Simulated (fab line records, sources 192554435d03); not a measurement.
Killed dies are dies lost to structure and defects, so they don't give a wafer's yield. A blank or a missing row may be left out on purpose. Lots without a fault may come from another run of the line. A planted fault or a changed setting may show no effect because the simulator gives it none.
Tool commonality check | flow n5_finfet | 9 lots, 27 wafers sampled

WHY IT WAS OPENED
At N5_FIN_SAQP_INSPECT_40 the reading raw_defect_count is flagged on 2 of 9 lots. Wafers without a fault read 229, standard deviation 69.
Rule: a lot is flagged when every wafer of it that has a number lies more than 4 standard deviations from that mean, or none has a number. The other lots count as sound.

lot  | measured    | on                | raw_defect_count, wafer by wafer | flag
L218 | day 2 08:22 | defect_inspect-01 | 161 183 191                      |
L219 | day 2 15:25 | defect_inspect-02 | 319 175 247                      |
L221 | day 3 02:50 | defect_inspect-01 | 304 229 218                      |
L222 | day 3 10:49 | defect_inspect-01 | 518 579 662                      | FLAGGED
L224 | day 3 21:21 | defect_inspect-02 | 657 631 525                      | FLAGGED
L229 | day 5 04:35 | defect_inspect-01 | 179 230 142                      |
L230 | day 5 13:05 | defect_inspect-02 | 284 177 157                      |
L231 | day 5 15:11 | defect_inspect-02 | 231 198 230                      |
L237 | day 7 03:16 | defect_inspect-02 | 237 238 220                      |
The numbers of the flagged lots are 595 on average: +366 against the usual, or +5 standard deviations.

WHICH TOOL RAN EACH LOT
The record holds 4 process steps before the reading, out of a route of 1938 steps. In each cell: the tool, then ch and the chambers that the sampled wafers went through, then the start.
lot  | flag    | N5_FIN_SAQP_SPACER1_ALD_24       | N5_FIN_SAQP_MANDREL1_REMOVE_56  | N5_FIN_SAQP_RECESS_63             | N5_FIN_SAQP_FIN_ETCH_36
L218 |         | ald_sin-03 ch 0,1,2, day 2 04:53 | rie_si-05 ch 0,1,3, day 2 05:41 | vapor_etch-02 ch 0,1, day 2 06:04 | rie_si-05 ch 1,2,3, day 2 08:07
L219 |         | ald_sin-04 ch 0,3, day 2 11:35   | rie_si-05 ch 1,2,3, day 2 12:28 | vapor_etch-02 ch 0,1, day 2 13:01 | rie_si-05 ch 2,3, day 2 15:10
L221 |         | ald_sin-04 ch 2,3, day 2 23:41   | rie_si-05 ch 0,3, day 3 00:33   | vapor_etch-01 ch 0,1, day 3 00:59 | rie_si-05 ch 0,1,2, day 3 02:35
L222 | FLAGGED | ald_sin-04 ch 0,1,3, day 3 06:19 | rie_si-03 ch 0,1,3, day 3 07:17 | vapor_etch-02 ch 0,1, day 3 07:47 | rie_si-05 ch 1,2, day 3 10:34
L224 | FLAGGED | ald_sin-04 ch 0,1,3, day 3 18:09 | rie_si-03 ch 0,3, day 3 18:58   | vapor_etch-01 ch 0,1, day 3 19:23 | rie_si-04 ch 0,2, day 3 21:04
L229 |         | ald_sin-03 ch 0,2, day 4 23:46   | rie_si-04 ch 0,1,2, day 5 00:35 | vapor_etch-02 ch 0,1, day 5 01:05 | rie_si-04 ch 1,2,3, day 5 04:20
L230 |         | ald_sin-03 ch 1,3, day 5 07:37   | rie_si-05 ch 0,1,3, day 5 08:26 | vapor_etch-01 ch 0,1, day 5 08:49 | rie_si-03 ch 1,2, day 5 12:50
L231 |         | ald_sin-02 ch 0,2,3, day 5 11:58 | rie_si-04 ch 0,1,2, day 5 12:50 | vapor_etch-02 ch 0,1, day 5 13:22 | rie_si-03 ch 1,2,3, day 5 14:56
L237 |         | ald_sin-02 ch 1,2, day 6 23:43   | rie_si-03 ch 1,3, day 7 00:47   | vapor_etch-02 ch 0,1, day 7 01:10 | rie_si-05 ch 0,1, day 7 03:01
What these steps do:
- N5_FIN_SAQP_SPACER1_ALD_24: deposits SiO2, target thk 20.3 nm, pulse time 1 s, purge time 2 s.
- N5_FIN_SAQP_MANDREL1_REMOVE_56: chemistry HBr/Cl2/O2, target a-Si, stops on SiNx, bt time 10 s.
- N5_FIN_SAQP_RECESS_63: chemistry HF/NH3, target SiO2, target depth 18 nm, afs cycles 3, sublimation time 60 s.
- N5_FIN_SAQP_FIN_ETCH_36: etches the open film in HBr/Cl2/O2, target depth 120 nm, time 50.4 s.
- N5_FIN_SAQP_INSPECT_40: inspects for defects (brightfield).

FLAGGED OVER TOTAL, TOOL BY TOOL (the gauges that took the reading come last)
step                           | tool              | lots run | flagged | share of the flagged lots | sound lots run after its first flagged lot
N5_FIN_SAQP_SPACER1_ALD_24     | ald_sin-02        | 2        | 0       | none                      | -
N5_FIN_SAQP_SPACER1_ALD_24     | ald_sin-03        | 3        | 0       | none                      | -
N5_FIN_SAQP_SPACER1_ALD_24     | ald_sin-04        | 4        | 2       | all                       | 0
N5_FIN_SAQP_MANDREL1_REMOVE_56 | rie_si-03         | 3        | 2       | all                       | 1 (L237)
N5_FIN_SAQP_MANDREL1_REMOVE_56 | rie_si-04         | 2        | 0       | none                      | -
N5_FIN_SAQP_MANDREL1_REMOVE_56 | rie_si-05         | 4        | 0       | none                      | -
N5_FIN_SAQP_RECESS_63          | vapor_etch-01     | 3        | 1       | some                      | 1 (L230)
N5_FIN_SAQP_RECESS_63          | vapor_etch-02     | 6        | 1       | some                      | 3 (L229,L231,L237)
N5_FIN_SAQP_FIN_ETCH_36        | rie_si-03         | 2        | 0       | none                      | -
N5_FIN_SAQP_FIN_ETCH_36        | rie_si-04         | 2        | 1       | some                      | 1 (L229)
N5_FIN_SAQP_FIN_ETCH_36        | rie_si-05         | 5        | 1       | some                      | 1 (L237)
N5_FIN_SAQP_INSPECT_40         | defect_inspect-01 | 4        | 1       | some                      | 1 (L229)
N5_FIN_SAQP_INSPECT_40         | defect_inspect-02 | 5        | 1       | some                      | 3 (L230,L231,L237)

WHAT THE TABLE ALLOWS
2 rows of the table ran every flagged lot: ald_sin-04 at N5_FIN_SAQP_SPACER1_ALD_24, rie_si-03 at N5_FIN_SAQP_MANDREL1_REMOVE_56.
- ald_sin-04 at N5_FIN_SAQP_SPACER1_ALD_24: 2 of its 4 lots flagged. Its last sound lot is L221 (day 2 23:41), its first flagged lot L222 (day 3 06:19): a fault that began between those two fits.
- rie_si-03 at N5_FIN_SAQP_MANDREL1_REMOVE_56: 2 of its 3 lots flagged. Sound lots ran on it after the first flagged one (L237), which a lasting fault on the whole tool wouldn't allow.
One tool is left: ald_sin-04 at N5_FIN_SAQP_SPACER1_ALD_24.

WHAT THE SIMULATOR HAD PUT IN
Chamber particle source: ald_sin-04, from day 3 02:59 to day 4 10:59, at N5_FIN_SAQP_SPACER1_ALD_24. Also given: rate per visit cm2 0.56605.
Lots struck among those shown: L222, L224. The rule above found the same.
